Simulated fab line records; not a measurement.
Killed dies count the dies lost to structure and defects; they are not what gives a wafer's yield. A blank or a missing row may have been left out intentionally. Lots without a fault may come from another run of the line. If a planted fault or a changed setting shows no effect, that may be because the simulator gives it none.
fab line records | flow nand-harc
[record] lots = 24 | wafers = 72 | last-day = 24
route steps=1159 shown P_M2@329 P_BONDPAD@351
lots with no fault: from the same line, run without faults
start-h: hours from the record's opening day to when the first of the lot's shown wafers began | wait-h: time in hours since the lot's previous step | " identical to the entry in the row above | L1.1+2: a row that stands for several wafers | - no value, or no start was given | * or withheld: withheld | < > ~ a bound
route shown NAME@n: NAME is a module with steps in the file, n the number in the route of the first one | usual: mean and standard deviation over wafers with no fault | same: alike in all rows | chamber/n: place in a boat | sites: per-site readings | _std_site: how widely they spread, as a standard deviation | _edge_site: mean of outer sites minus mean of inner sites | radius-mm: for every site, how far away it sits from the centre of the wafer | mask NAME#n: copy n | behind: tool/chamber where the wafer was last shaped | hold: cause of the lot's hold/its duration in hours/its outcome | device: whichever transistor did not switch (one of n, p or np) | end of line: the same wafers' tests at the end of the route | a step with no rows: only its recipe | killed: dies that structure and defects cost at the first sort, which is not the same as the wafer's yield | map: dies across one wafer; x = killed, . = not, _ = none there
set.NAME: the setting that was run; set.NAME@STEP: the one run at that earlier step | model.NAME: the simulator's own value behind a step, which no gauge read
route steps across a sampled set of lots; one table per step, one row per wafer
services: from which hour (start-h, from the record's first day; less than 0 if before it) a tool's chamber was out of use, for how many hours, and why
[[steps]]
[step NHARC_P_M2_OVL_MEAS_10]
[recipe] pitch-nm = 340
[usual] overlay-x-nm = 0.2/0.8 | overlay-y-nm = -0.1/0.9
lot.wafer | tool       | chamber | start-h | wait-h | overlay-x-nm | overlay-y-nm
L074.1    | overlay-02 | -       | 127.13  | -      | 0.0          | -0.3
L074.2    | "          | -       | "       | "      | 0.1          | -0.3
L074.3    | "          | -       | "       | "      | 0.5          | -1.0
L076.1    | overlay-02 | -       | 134.39  | -      | -0.5         | 0.0
L076.2    | "          | -       | "       | "      | -0.2         | -0.6
L076.3    | "          | -       | "       | "      | -0.4         | -0.6
L075.2    | overlay-02 | -       | 137.79  | -      | -2.0         | -0.6
L075.3    | "          | -       | "       | "      | -1.5         | -0.8
L075.5    | "          | -       | "       | "      | -1.8         | -0.2
L077.2    | overlay-01 | -       | 139.18  | -      | 0.7          | 0.8
L077.3    | "          | -       | "       | "      | 1.1          | 0.8
L077.5    | "          | -       | "       | "      | 0.5          | 0.7
L078.2    | overlay-02 | -       | 152.57  | -      | 0.4          | -0.3
L078.4    | "          | -       | "       | "      | 0.2          | -0.6
L078.5    | "          | -       | "       | "      | 1.0          | 0.1
L079.2    | overlay-01 | -       | 152.96  | -      | 1.0          | -1.7
L079.5    | "          | -       | "       | "      | 0.5          | -1.4
L079.6    | "          | -       | "       | "      | 0.7          | -1.7
L080.1    | overlay-02 | -       | 154.34  | -      | -0.6         | 1.3
L080.2    | "          | -       | "       | "      | -0.9         | 1.3
L080.4    | "          | -       | "       | "      | -0.6         | 1.5
L081.3    | overlay-01 | -       | 162.28  | -      | 0.1          | -0.9
L081.5    | "          | -       | "       | "      | -0.4         | 0.0
L081.6    | "          | -       | "       | "      | 0.8          | -0.4
L082.1    | overlay-01 | -       | 170.94  | -      | -0.9         | 1.4
L082.4    | "          | -       | "       | "      | -1.0         | 1.4
L082.5    | "          | -       | "       | "      | -1.3         | 1.1
L083.1    | overlay-02 | -       | 177.39  | -      | 0.3          | 1.1
L083.5    | "          | -       | "       | "      | -0.1         | 1.5
L083.6    | "          | -       | "       | "      | -0.2         | 0.8
L085.2    | overlay-01 | -       | 186.49  | -      | 0.6          | -1.6
L085.3    | "          | -       | "       | "      | 1.5          | -0.8
L085.5    | "          | -       | "       | "      | 1.4          | -1.5
L084.4    | overlay-01 | -       | 187.57  | -      | 0.0          | 0.3
L084.5    | "          | -       | "       | "      | -0.1         | -0.5
L084.6    | "          | -       | "       | "      | 0.5          | -0.2
L086.1    | overlay-02 | -       | 200.28  | -      | -0.5         | -0.2
L086.2    | "          | -       | "       | "      | -0.2         | -0.5
L086.3    | "          | -       | "       | "      | -0.5         | -0.2
L087.3    | overlay-01 | -       | 201.24  | -      | 1.2          | -0.1
L087.5    | "          | -       | "       | "      | 0.5          | -0.3
L087.6    | "          | -       | "       | "      | 1.2          | 0.3
L088.3    | overlay-02 | -       | 221.36  | -      | 0.4          | -1.5
L088.5    | "          | -       | "       | "      | 0.7          | -1.1
L088.6    | "          | -       | "       | "      | 0.4          | -0.7
L089.2    | overlay-01 | -       | 223.34  | -      | -0.8         | 1.0
L089.3    | "          | -       | "       | "      | -1.1         | 1.0
L089.5    | "          | -       | "       | "      | -0.1         | 1.1
L091.1    | overlay-01 | -       | 226.13  | -      | 0.5          | 1.1
L091.3    | "          | -       | "       | "      | 0.1          | 0.9
L091.4    | "          | -       | "       | "      | 0.3          | 1.3
L090.1    | overlay-02 | -       | 227.13  | -      | 0.3          | -0.1
L090.4    | "          | -       | "       | "      | 0.6          | -0.9
L090.5    | "          | -       | "       | "      | 0.5          | -0.4
L092.1    | overlay-02 | -       | 230.02  | -      | 1.2          | 0.6
L092.2    | "          | -       | "       | "      | 0.7          | 0.1
L092.4    | "          | -       | "       | "      | 1.3          | 0.6
L093.1    | overlay-01 | -       | 232.92  | -      | 0.8          | -1.1
L093.3    | "          | -       | "       | "      | 0.3          | -0.4
L093.6    | "          | -       | "       | "      | 0.7          | -0.8
L094.2    | overlay-01 | -       | 244.09  | -      | -0.3         | 0.0
L094.3    | "          | -       | "       | "      | 0.0          | 0.1
L094.4    | "          | -       | "       | "      | 0.3          | 0.3
L095.3    | overlay-01 | -       | 255.06  | -      | -0.5         | -0.4
L095.5    | "          | -       | "       | "      | -0.2         | -0.8
L095.6    | "          | -       | "       | "      | -0.8         | -1.0
L096.1    | overlay-01 | -       | 255.71  | -      | 0.5          | -1.3
L096.5    | "          | -       | "       | "      | 0.4          | -1.8
L096.6    | "          | -       | "       | "      | 0.7          | -1.7
L097.1    | overlay-01 | -       | 260.90  | -      | 1.7          | 0.0
L097.2    | "          | -       | "       | "      | 1.6          | 0.7
L097.3    | "          | -       | "       | "      | 1.6          | 0.2
[step NHARC_P_M2_ANNEAL_31]
[recipe] temp-c = 225 | time-s = 90
[usual] wafer_temp_C_max = 226.1/0.38
lot.wafer | tool          | chamber | start-h | wait-h | wafer_temp_C_max
L074.1    | rtp-anneal-02 | 0       | 129.05  | -      | 226.4
L074.2    | "             | 0       | "       | "      | 226.4
L074.3    | "             | 0       | "       | "      | 226.5
L076.1    | rtp-anneal-01 | 0       | 136.31  | -      | 225.5
L076.2    | "             | 0       | "       | "      | 225.6
L076.3    | "             | 0       | "       | "      | 225.5
L075.2    | rtp-anneal-01 | 0       | 139.95  | 0.4    | 225.5
L075.3    | "             | 0       | "       | "      | 225.9
L075.5    | "             | 0       | "       | "      | 225.8
L077.2    | rtp-anneal-02 | 0       | 141.17  | 0.3    | 226.1
L077.3    | "             | 0       | "       | "      | 226.0
L077.5    | "             | 0       | "       | "      | 226.5
L078.2    | rtp-anneal-02 | 0       | 154.48  | 0.3    | 226.5
L078.4    | "             | 0       | "       | "      | 226.6
L078.5    | "             | 0       | "       | "      | 226.5
L079.2    | rtp-anneal-01 | 0       | 155.12  | -      | 225.9
L079.5    | "             | 0       | "       | "      | 225.8
L079.6    | "             | 0       | "       | "      | 225.9
L080.1    | rtp-anneal-02 | 0       | 156.32  | -      | 226.1
L080.2    | "             | 0       | "       | "      | 226.4
L080.4    | "             | 0       | "       | "      | 226.2
L081.3    | rtp-anneal-02 | 0       | 164.29  | 0.3    | 226.0
L081.5    | "             | 0       | "       | "      | 226.2
L081.6    | "             | 0       | "       | "      | 226.4
L082.1    | rtp-anneal-02 | 0       | 172.79  | -      | 226.5
L082.4    | "             | 0       | "       | "      | 226.4
L082.5    | "             | 0       | "       | "      | 226.6
L083.1    | rtp-anneal-01 | 0       | 179.37  | 0.4    | 225.6
L083.5    | "             | 0       | "       | "      | 225.5
L083.6    | "             | 0       | "       | "      | 225.4
L085.2    | rtp-anneal-01 | 0       | 188.39  | -      | 225.6
L085.3    | "             | 0       | "       | "      | 225.7
L085.5    | "             | 0       | "       | "      | 225.6
L084.4    | rtp-anneal-02 | 0       | 189.59  | 0.4    | 226.1
L084.5    | "             | 0       | "       | "      | 226.0
L084.6    | "             | 0       | "       | "      | 226.0
L086.1    | rtp-anneal-02 | 0       | 202.13  | -      | 226.0
L086.2    | "             | 0       | "       | "      | 226.6
L086.3    | "             | 0       | "       | "      | 226.7
L087.3    | rtp-anneal-01 | 0       | 203.24  | -      | 225.7
L087.5    | "             | 0       | "       | "      | 225.4
L087.6    | "             | 0       | "       | "      | 225.8
L088.3    | rtp-anneal-01 | 0       | 223.34  | 0.3    | 226.2
L088.5    | "             | 0       | "       | "      | 226.0
L088.6    | "             | 0       | "       | "      | 226.2
L089.2    | rtp-anneal-01 | 0       | 225.25  | 0.4    | 226.1
L089.3    | "             | 0       | "       | "      | 225.7
L089.5    | "             | 0       | "       | "      | 226.0
L091.1    | rtp-anneal-02 | 0       | 228.06  | -      | 226.7
L091.3    | "             | 0       | "       | "      | 226.2
L091.4    | "             | 0       | "       | "      | 226.2
L090.1    | rtp-anneal-01 | 0       | 229.02  | 0.3    | 225.6
L090.4    | "             | 0       | "       | "      | 225.2
L090.5    | "             | 0       | "       | "      | 225.8
L092.1    | rtp-anneal-02 | 0       | 231.88  | 0.3    | 226.8
L092.2    | "             | 0       | "       | "      | 226.5
L092.4    | "             | 0       | "       | "      | 226.0
L093.1    | rtp-anneal-02 | 0       | 234.79  | -      | 226.4
L093.3    | "             | 0       | "       | "      | 226.3
L093.6    | "             | 0       | "       | "      | 226.2
L094.2    | rtp-anneal-02 | 0       | 246.18  | -      | 226.5
L094.3    | "             | 0       | "       | "      | 225.9
L094.4    | "             | 0       | "       | "      | 227.0
L095.3    | rtp-anneal-01 | 0       | 257.02  | -      | 225.6
L095.5    | "             | 0       | "       | "      | 225.6
L095.6    | "             | 0       | "       | "      | 225.9
L096.1    | rtp-anneal-02 | 0       | 257.57  | -      | 226.1
L096.5    | "             | 0       | "       | "      | 226.0
L096.6    | "             | 0       | "       | "      | 226.3
L097.1    | rtp-anneal-02 | 0       | 262.80  | -      | 226.2
L097.2    | "             | 0       | "       | "      | 226.2
L097.3    | "             | 0       | "       | "      | 226.1
[step NHARC_P_M2_CMP_23]
[recipe] t-overpolish-s = 20 | target-thk-nm = 144.3
[usual] motor-current-A = 11.3/1.2 | time-to-endpoint-s = 28/3
[same] t-overpolish-s = 20
lot.wafer | tool   | chamber | start-h | wait-h | motor-current-A | time-to-endpoint-s
L074.3    | cmp-01 | 3       | 129.39  | -      | 12.5            | 25
L074.2    | "      | 0       | "       | "      | 11.1            | 32
L074.1    | "      | 2       | "       | "      | 13.2            | 24
L076.2    | cmp-03 | 3       | 136.66  | -      | 12.1            | 27
L076.3    | "      | 0       | "       | "      | 11.9            | 25
L076.1    | "      | 1       | "       | "      | 10.3            | 26
L075.2    | cmp-01 | 2       | 140.30  | -      | 13.6            | 25
L075.3    | "      | 3       | "       | "      | 12.2            | 27
L075.5    | "      | 0       | "       | "      | 10.9            | 33
L077.2    | cmp-03 | 3       | 141.47  | -      | 11.5            | 32
L077.3    | "      | 0       | "       | "      | 11.7            | 24
L077.5    | "      | 3       | "       | "      | 11.5            | 30
L078.4    | cmp-03 | 2       | 154.77  | -      | 8.7             | 28
L078.2    | "      | 3       | "       | "      | 11.8            | 28
L078.5    | "      | 3       | "       | "      | 12.0            | 29
L079.2    | cmp-03 | 0       | 155.76  | -      | 11.2            | 26
L079.6    | "      | 2       | "       | "      | 8.8             | 28
L079.5    | "      | 3       | "       | "      | 12.2            | 30
L080.4    | cmp-03 | 3       | 156.67  | -      | 11.8            | 28
L080.1    | "      | 1       | "       | "      | 10.7            | 29
L080.2    | "      | 2       | "       | "      | 9.1             | 27
L081.3    | cmp-03 | 1       | 164.59  | -      | 10.5            | 24
L081.6    | "      | 3       | "       | "      | 12.0            | 27
L081.5    | "      | 0       | "       | "      | 11.8            | 22
L082.4    | cmp-04 | 3       | 173.16  | -      | 12.3            | 35
L082.1    | "      | 1       | "       | "      | 10.2            | 35
L082.5    | "      | 2       | "       | "      | 11.8            | 30
L083.1    | cmp-04 | 1       | 179.71  | -      | 9.7             | 32
L083.5    | "      | 1       | "       | "      | 9.6             | 34
L083.6    | "      | 2       | "       | "      | 10.4            | 27
L085.2    | cmp-03 | 2       | 188.69  | -      | 9.0             | 30
L085.3    | "      | 3       | "       | "      | 11.1            | 29
L085.5    | "      | 2       | "       | "      | 8.8             | 28
L084.4    | cmp-03 | 2       | 189.86  | -      | 8.6             | 31
L084.5    | "      | 3       | "       | "      | 11.7            | 30
L084.6    | "      | 0       | "       | "      | 11.8            | 26
L086.3    | cmp-03 | 2       | 202.48  | -      | 8.8             | 29
L086.2    | "      | 3       | "       | "      | 11.8            | 31
L086.1    | "      | 0       | "       | "      | 12.0            | 23
L087.3    | cmp-03 | 1       | 203.53  | -      | 10.7            | 30
L087.6    | "      | 3       | "       | "      | 11.7            | 28
L087.5    | "      | 0       | "       | "      | 11.9            | 24
L088.3    | cmp-04 | 3       | 223.69  | -      | 12.3            | 31
L088.5    | "      | 0       | "       | "      | 11.5            | 30
L088.6    | "      | 1       | "       | "      | 10.0            | 32
L089.3    | cmp-04 | 1       | 225.57  | -      | 10.5            | 34
L089.2    | "      | 2       | "       | "      | 10.8            | 27
L089.5    | "      | 1       | "       | "      | 9.7             | 32
L091.3    | cmp-01 | 1       | 228.40  | -      | 13.7            | 27
L091.1    | "      | 2       | "       | "      | 13.4            | 23
L091.4    | "      | 0       | "       | "      | 10.6            | 30
L090.1    | cmp-04 | 3       | 229.37  | -      | 12.6            | 32
L090.4    | "      | 2       | "       | "      | 11.3            | 28
L090.5    | "      | 0       | "       | "      | 11.1            | 28
L092.4    | cmp-01 | 2       | 232.25  | -      | 13.5            | 23
L092.1    | "      | 3       | "       | "      | 12.1            | 25
L092.2    | "      | 0       | "       | "      | 10.2            | 27
L093.3    | cmp-04 | 3       | 235.20  | -      | 12.6            | 28
L093.1    | "      | 0       | "       | "      | 11.9            | 27
L093.6    | "      | 1       | "       | "      | 10.1            | 33
L094.2    | cmp-01 | 0       | 246.47  | -      | 11.0            | 35
L094.4    | "      | 1       | "       | "      | 13.1            | 30
L094.3    | "      | 2       | "       | "      | 13.1            | 27
L095.3    | cmp-04 | 3       | 257.26  | -      | 12.5            | 33
L095.5    | "      | 3       | "       | "      | 12.9            | 32
L095.6    | "      | 0       | "       | "      | 10.4            | 29
L096.1    | cmp-04 | 2       | 257.91  | -      | 11.6            | 29
L096.6    | "      | 2       | "       | "      | 11.5            | 27
L096.5    | "      | 3       | "       | "      | 12.5            | 33
L097.1    | cmp-03 | 1       | 263.18  | -      | 10.7            | 29
L097.2    | "      | 2       | "       | "      | 8.9             | 28
L097.3    | "      | 3       | "       | "      | 11.9            | 28
[step NHARC_P_BONDPAD_DEP_00]
[recipe] target-thk-a = 2500 | temp-c = 370 | target-thk-nm = 250 | pressure-torr = 3 | flow-sccm = 200 | rf-w = 450 | material = SiCN
[usual] heater-power-w = 600/68
lot.wafer | tool     | chamber | start-h | wait-h | heater-power-w
L074.3    | pecvd-02 | 2       | 130.59  | 0.4    | 680
L074.2    | "        | 0       | "       | "      | 520
L074.1    | "        | 1       | "       | "      | 517
L076.1    | pecvd-03 | 0       | 137.84  | 0.5    | 630
L076.3    | "        | 1       | "       | "      | 669
L076.2    | "        | 2       | "       | "      | 560
L075.2    | pecvd-02 | 0       | 141.44  | 0.4    | 495
L075.3    | "        | 2       | "       | "      | 673
L075.5    | "        | 0       | "       | "      | 498
L077.2    | pecvd-01 | 0       | 142.50  | -      | 672
L077.3    | "        | 1       | "       | "      | 584
L077.5    | "        | 1       | "       | "      | 594
L078.2    | pecvd-01 | 0       | -       | -      | 614
L078.4    | "        | 1       | "       | "      | 528
L078.5    | "        | 0       | "       | "      | 629
L079.2    | pecvd-01 | 1       | -       | -      | 512
L079.6    | "        | 0       | "       | "      | 672
L079.5    | "        | 2       | "       | "      | 637
L080.2    | pecvd-03 | 2       | -       | -      | 462
L080.1    | "        | 0       | "       | "      | 648
L080.4    | "        | 1       | "       | "      | 684
L081.3    | pecvd-01 | 0       | 165.80  | -      | 697
L081.5    | "        | 0       | "       | "      | 555
L081.6    | "        | 1       | "       | "      | 539
L082.1    | pecvd-02 | 2       | 174.17  | -      | 696
L082.4    | "        | 2       | "       | "      | 725
L082.5    | "        | 1       | "       | "      | 490
L083.1    | pecvd-03 | 1       | 180.83  | -      | 673
L083.5    | "        | 2       | "       | "      | 518
L083.6    | "        | 1       | "       | "      | 695
L085.2    | pecvd-01 | 1       | 189.76  | -      | 579
L085.3    | "        | 2       | "       | "      | 698
L085.5    | "        | 2       | "       | "      | 673
L084.5    | pecvd-02 | 2       | 190.94  | -      | 624
L084.4    | "        | 0       | "       | "      | 583
L084.6    | "        | 1       | "       | "      | 521
L086.1    | pecvd-01 | 0       | 203.51  | -      | 665
L086.3    | "        | 1       | "       | "      | 603
L086.2    | "        | 2       | "       | "      | 655
L087.3    | pecvd-02 | 2       | 204.70  | -      | 681
L087.5    | "        | 2       | "       | "      | 685
L087.6    | "        | 1       | "       | "      | 584
L088.3    | pecvd-03 | 0       | 224.72  | -      | 596
L088.5    | "        | 2       | "       | "      | 526
L088.6    | "        | 0       | "       | "      | 600
L089.3    | pecvd-02 | 2       | -       | -      | 710
L089.2    | "        | 0       | "       | "      | 590
L089.5    | "        | 1       | "       | "      | 535
L091.3    | pecvd-02 | 0       | -       | -      | 577
L091.1    | "        | 1       | "       | "      | 582
L091.4    | "        | 1       | "       | "      | 483
L090.1    | pecvd-03 | 2       | 230.44  | -      | 573
L090.4    | "        | 2       | "       | "      | 475
L090.5    | "        | 0       | "       | "      | 598
L092.1    | pecvd-03 | 2       | 233.26  | -      | 463
L092.2    | "        | 1       | "       | "      | 714
L092.4    | "        | 0       | "       | "      | 553
L093.3    | pecvd-02 | 1       | 236.21  | -      | 508
L093.1    | "        | 2       | "       | "      | 608
L093.6    | "        | 2       | "       | "      | 621
L094.2    | pecvd-02 | 2       | 247.51  | -      | 588
L094.3    | "        | 0       | "       | "      | 563
L094.4    | "        | 2       | "       | "      | 596
L095.3    | pecvd-01 | 1       | 258.35  | -      | 653
L095.5    | "        | 0       | "       | "      | 651
L095.6    | "        | 2       | "       | "      | 680
L096.1    | pecvd-01 | 2       | 259.10  | -      | 578
L096.6    | "        | 2       | "       | "      | 623
L096.5    | "        | 0       | "       | "      | 593
L097.2    | pecvd-03 | 2       | 264.17  | -      | 582
L097.3    | "        | 0       | "       | "      | 632
L097.1    | "        | 1       | "       | "      | 733
[step NHARC_P_BONDPAD_THK_MEAS_33]
[recipe] thk-meas-gauge = ellipsometry
[usual] thk-nm = 200.2/1.8
lot.wafer | tool          | chamber | start-h | wait-h | thk-nm
L074.1    | film-metro-02 | -       | 131.25  | 0.2    | 201.7
L074.2    | "             | -       | "       | "      | 201.7
L074.3    | "             | -       | "       | "      | 200.5
L076.1    | film-metro-01 | -       | 138.50  | 0.1    | 199.4
L076.2    | "             | -       | "       | "      | 201.9
L076.3    | "             | -       | "       | "      | 200.3
L075.2    | film-metro-02 | -       | 142.10  | 0.2    | 200.0
L075.3    | "             | -       | "       | "      | 199.3
L075.5    | "             | -       | "       | "      | 200.7
L077.2    | film-metro-02 | -       | 143.30  | 0.2    | 200.8
L077.3    | "             | -       | "       | "      | 199.3
L077.5    | "             | -       | "       | "      | 197.3
L078.2    | film-metro-01 | -       | 156.45  | 0.2    | 201.2
L078.4    | "             | -       | "       | "      | 199.7
L078.5    | "             | -       | "       | "      | 197.1
L079.2    | film-metro-02 | -       | 157.48  | 0.2    | 200.1
L079.5    | "             | -       | "       | "      | 198.4
L079.6    | "             | -       | "       | "      | 199.5
L080.1    | film-metro-02 | -       | 158.44  | 0.2    | 201.4
L080.2    | "             | -       | "       | "      | 201.4
L080.4    | "             | -       | "       | "      | 198.8
L081.3    | film-metro-02 | -       | 166.41  | 0.2    | 200.5
L081.5    | "             | -       | "       | "      | 199.3
L081.6    | "             | -       | "       | "      | 200.3
L082.1    | film-metro-02 | -       | 174.83  | 0.2    | 202.8
L082.4    | "             | -       | "       | "      | 201.0
L082.5    | "             | -       | "       | "      | 200.9
L083.1    | film-metro-01 | -       | 181.40  | 0.2    | 202.7
L083.5    | "             | -       | "       | "      | 201.2
L083.6    | "             | -       | "       | "      | 200.7
L085.2    | film-metro-02 | -       | 190.37  | 0.2    | 199.3
L085.3    | "             | -       | "       | "      | 197.8
L085.5    | "             | -       | "       | "      | 199.3
L084.4    | film-metro-02 | -       | 191.48  | 0.2    | 199.4
L084.5    | "             | -       | "       | "      | 202.3
L084.6    | "             | -       | "       | "      | 197.7
L086.1    | film-metro-02 | -       | 204.16  | 0.2    | 200.2
L086.2    | "             | -       | "       | "      | 203.4
L086.3    | "             | -       | "       | "      | 200.6
L087.3    | film-metro-02 | -       | 205.35  | 0.2    | 201.5
L087.5    | "             | -       | "       | "      | 200.4
L087.6    | "             | -       | "       | "      | 200.3
L088.3    | film-metro-01 | -       | 225.29  | 0.2    | 199.0
L088.5    | "             | -       | "       | "      | 199.9
L088.6    | "             | -       | "       | "      | 199.8
L089.2    | film-metro-01 | -       | 227.20  | 0.2    | 201.0
L089.3    | "             | -       | "       | "      | 200.2
L089.5    | "             | -       | "       | "      | 198.2
L091.1    | film-metro-02 | -       | 230.10  | 0.2    | 198.3
L091.3    | "             | -       | "       | "      | 197.9
L091.4    | "             | -       | "       | "      | 199.3
L090.1    | film-metro-02 | -       | 231.11  | 0.1    | 203.4
L090.4    | "             | -       | "       | "      | 206.0
L090.5    | "             | -       | "       | "      | 200.9
L092.1    | film-metro-01 | -       | 233.92  | 0.2    | 200.7
L092.2    | "             | -       | "       | "      | 203.4
L092.4    | "             | -       | "       | "      | 202.4
L093.1    | film-metro-01 | -       | 236.86  | 0.2    | 199.9
L093.3    | "             | -       | "       | "      | 198.7
L093.6    | "             | -       | "       | "      | 197.2
L094.2    | film-metro-01 | -       | 248.17  | 0.2    | 202.0
L094.3    | "             | -       | "       | "      | 201.6
L094.4    | "             | -       | "       | "      | 201.6
L095.3    | film-metro-01 | -       | 258.96  | 0.2    | 199.8
L095.5    | "             | -       | "       | "      | 201.2
L095.6    | "             | -       | "       | "      | 199.5
L096.1    | film-metro-02 | -       | 259.72  | 0.2    | 200.2
L096.5    | "             | -       | "       | "      | 200.9
L096.6    | "             | -       | "       | "      | 198.0
L097.1    | film-metro-02 | -       | 264.84  | 0.2    | 200.8
L097.2    | "             | -       | "       | "      | 200.3
L097.3    | "             | -       | "       | "      | 199.8
[step NHARC_P_BONDPAD_PVD_17]
[recipe] target-thk-a = 50 | bias-v = 168.6 | power-w = 15000 | chamber-pressure-pa = 0.12 | time-s = 8.06 | substrate-temp-c = 50 | material = TaN
[usual] throttle-valve-pct = 30.0/1.3
lot.wafer | tool           | chamber | start-h | wait-h | throttle-valve-pct
L074.1    | pvd-sputter-02 | -       | -       | -      | 31.3
L074.3    | "              | -       | "       | "      | 30.7
L074.2    | "              | -       | "       | "      | 29.1
L076.3    | pvd-sputter-01 | -       | -       | -      | 29.9
L076.2    | "              | -       | "       | "      | 32.5
L076.1    | "              | -       | "       | "      | 27.1
L075.3    | pvd-sputter-03 | -       | -       | -      | 30.7
L075.2    | "              | -       | "       | "      | 30.7
L075.5    | "              | -       | "       | "      | 30.4
L077.3    | pvd-sputter-01 | -       | -       | -      | 30.0
L077.2    | "              | -       | "       | "      | 27.3
L077.5    | "              | -       | "       | "      | 30.1
L078.2    | pvd-sputter-03 | -       | -       | -      | 30.8
L078.4    | "              | -       | "       | "      | 27.8
L078.5    | "              | -       | "       | "      | 30.6
L079.2    | pvd-sputter-03 | -       | -       | -      | 27.8
L079.5    | "              | -       | "       | "      | 31.0
L079.6    | "              | -       | "       | "      | 27.8
L080.1    | pvd-sputter-02 | -       | -       | -      | 30.9
L080.2    | "              | -       | "       | "      | 30.6
L080.4    | "              | -       | "       | "      | 29.3
L081.3    | pvd-sputter-01 | -       | -       | -      | 27.2
L081.5    | "              | -       | "       | "      | 29.5
L081.6    | "              | -       | "       | "      | 30.6
L082.4    | pvd-sputter-03 | -       | -       | -      | 28.3
L082.1    | "              | -       | "       | "      | 30.8
L082.5    | "              | -       | "       | "      | 27.7
L083.1    | pvd-sputter-01 | -       | -       | -      | 30.3
L083.6    | "              | -       | "       | "      | 32.2
L083.5    | "              | -       | "       | "      | 27.0
L085.2    | pvd-sputter-01 | -       | -       | -      | 27.1
L085.3    | "              | -       | "       | "      | 29.5
L085.5    | "              | -       | "       | "      | 30.2
L084.4    | pvd-sputter-01 | -       | -       | -      | 32.1
L084.6    | "              | -       | "       | "      | 32.4
L084.5    | "              | -       | "       | "      | 27.6
L086.3    | pvd-sputter-03 | -       | -       | -      | 28.0
L086.2    | "              | -       | "       | "      | 30.9
L086.1    | "              | -       | "       | "      | 30.8
L087.3    | pvd-sputter-02 | -       | -       | -      | 31.1
L087.5    | "              | -       | "       | "      | 30.9
L087.6    | "              | -       | "       | "      | 29.0
L088.3    | pvd-sputter-02 | -       | -       | -      | 29.7
L088.6    | "              | -       | "       | "      | 29.5
L088.5    | "              | -       | "       | "      | 30.5
L089.3    | pvd-sputter-02 | -       | -       | -      | 29.6
L089.2    | "              | -       | "       | "      | 30.0
L089.5    | "              | -       | "       | "      | 29.4
L091.1    | pvd-sputter-01 | -       | -       | -      | 31.9
L091.3    | "              | -       | "       | "      | 27.0
L091.4    | "              | -       | "       | "      | 29.4
L090.1    | pvd-sputter-02 | -       | -       | -      | 30.4
L090.4    | "              | -       | "       | "      | 29.6
L090.5    | "              | -       | "       | "      | 30.7
L092.1    | pvd-sputter-03 | -       | -       | -      | 30.6
L092.4    | "              | -       | "       | "      | 30.7
L092.2    | "              | -       | "       | "      | 27.9
L093.1    | pvd-sputter-03 | -       | -       | -      | 31.0
L093.3    | "              | -       | "       | "      | 30.9
L093.6    | "              | -       | "       | "      | 31.0
L094.4    | pvd-sputter-03 | -       | -       | -      | 30.6
L094.2    | "              | -       | "       | "      | 30.9
L094.3    | "              | -       | "       | "      | 27.8
L095.3    | pvd-sputter-02 | -       | -       | -      | 29.8
L095.6    | "              | -       | "       | "      | 29.8
L095.5    | "              | -       | "       | "      | 29.4
L096.1    | pvd-sputter-01 | -       | -       | -      | 32.4
L096.6    | "              | -       | "       | "      | 27.2
L096.5    | "              | -       | "       | "      | 29.5
L097.2    | pvd-sputter-03 | -       | -       | -      | 30.7
L097.1    | "              | -       | "       | "      | 30.9
L097.3    | "              | -       | "       | "      | 28.1
[[services]]
tool           | chamber | start-h | hours | kind
cmp-01         | -       | 111.23  | 4.0   | pm
pecvd-03       | -       | 111.42  | 13.0  | pm
pecvd-01       | 2       | 121.67  | 27.9  | repair
pvd-sputter-02 | -       | 124.96  | 1.4   | repair
pvd-sputter-01 | -       | 131.36  | 2.0   | repair
cmp-03         | -       | 138.01  | 2.3   | repair
pvd-sputter-01 | -       | 143.99  | 1.0   | repair
cmp-03         | -       | 152.61  | 0.3   | repair
pecvd-02       | -       | 153.00  | 13.0  | pm
pvd-sputter-01 | -       | 158.07  | 10.0  | pm
cmp-03         | -       | 168.08  | 1.1   | repair
cmp-03         | -       | 176.80  | 4.0   | pm
cmp-03         | -       | 180.80  | -     | consumable-replace:conditioner
pvd-sputter-02 | -       | 182.51  | 2.1   | repair
pvd-sputter-02 | -       | 192.38  | 2.9   | repair
cmp-04         | -       | 203.00  | 4.0   | pm
cmp-01         | -       | 206.84  | 3.2   | repair
cmp-01         | -       | 210.06  | 4.0   | pm
pvd-sputter-02 | -       | 215.40  | 10.0  | pm
pvd-sputter-01 | -       | 217.98  | 2.5   | repair
cmp-01         | -       | 222.87  | 1.0   | repair
pecvd-01       | -       | 237.00  | 13.0  | pm
cmp-04         | -       | 238.08  | 2.6   | repair
cmp-03         | -       | 241.03  | 1.2   | repair
[[key]]
fault none
